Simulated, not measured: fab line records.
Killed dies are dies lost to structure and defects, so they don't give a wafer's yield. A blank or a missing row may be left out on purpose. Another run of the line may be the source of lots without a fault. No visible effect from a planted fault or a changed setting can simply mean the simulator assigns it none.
Chamber matching    flow n5_finfet    N5_BEOL_M0_TRENCH_ETCH_107 on rie_diel-05: 4 sister chambers
The step etches SiOC in C4F6/O2, target depth 32.8 nm, time 16.4 s. 8 wafers are shown with their chamber, then 8 later ones without.

## WAFERS PAIRED WITH THEIR CHAMBERS
wafer   chamber  showerhead_plenum_p_Torr (Torr)  drypump_motor_current_A (A)
L076.6  3        3.01                             5.80
L079.2  3        3.01                             5.79
L079.3  0        2.94                             6.31
L082.3  1        2.96                             5.78
L084.2  2        2.69                             5.61
L084.3  0        2.93                             6.29
L084.4  1        2.96                             5.78
L086.4  2        2.69                             5.63

## WAFERS WITH NO CHAMBER GIVEN
wafer   showerhead_plenum_p_Torr (Torr)  drypump_motor_current_A (A)
L086.5  2.69                             5.62
L086.6  3.00                             5.81
L090.1  2.95                             5.79
L090.2  2.69                             5.61
L090.3  2.93                             6.29
L091.1  2.92                             6.32
L091.5  2.69                             5.58
L091.6  3.00                             5.83

## THE CHAMBER EACH PASSED THROUGH
wafer   from the rows above  in truth
L086.5  2                    2
L086.6  3                    3
L090.1  1                    1
L090.2  2                    2
L090.3  0                    0
L091.1  0                    0
L091.5  2                    2
L091.6  3                    3
8 of 8 placed correctly. Left unplaced by these rows: 0. 0 placed wrongly.
How it was worked out, from the rows above alone: a wafer's distance from a chamber is the root of the sum, over the readings, of the square of ((its reading less the chamber's mean) divided by the reading's scatter). If the next closest chamber is less than 2 further off than the closest, the wafer can't be placed; otherwise it belongs to the closest. A chamber's mean is the mean of its shown wafers. The scatter: take each reading less its chamber's mean, square it, sum over the shown wafers, divide by the number of wafers less the number of chambers, and take the root.
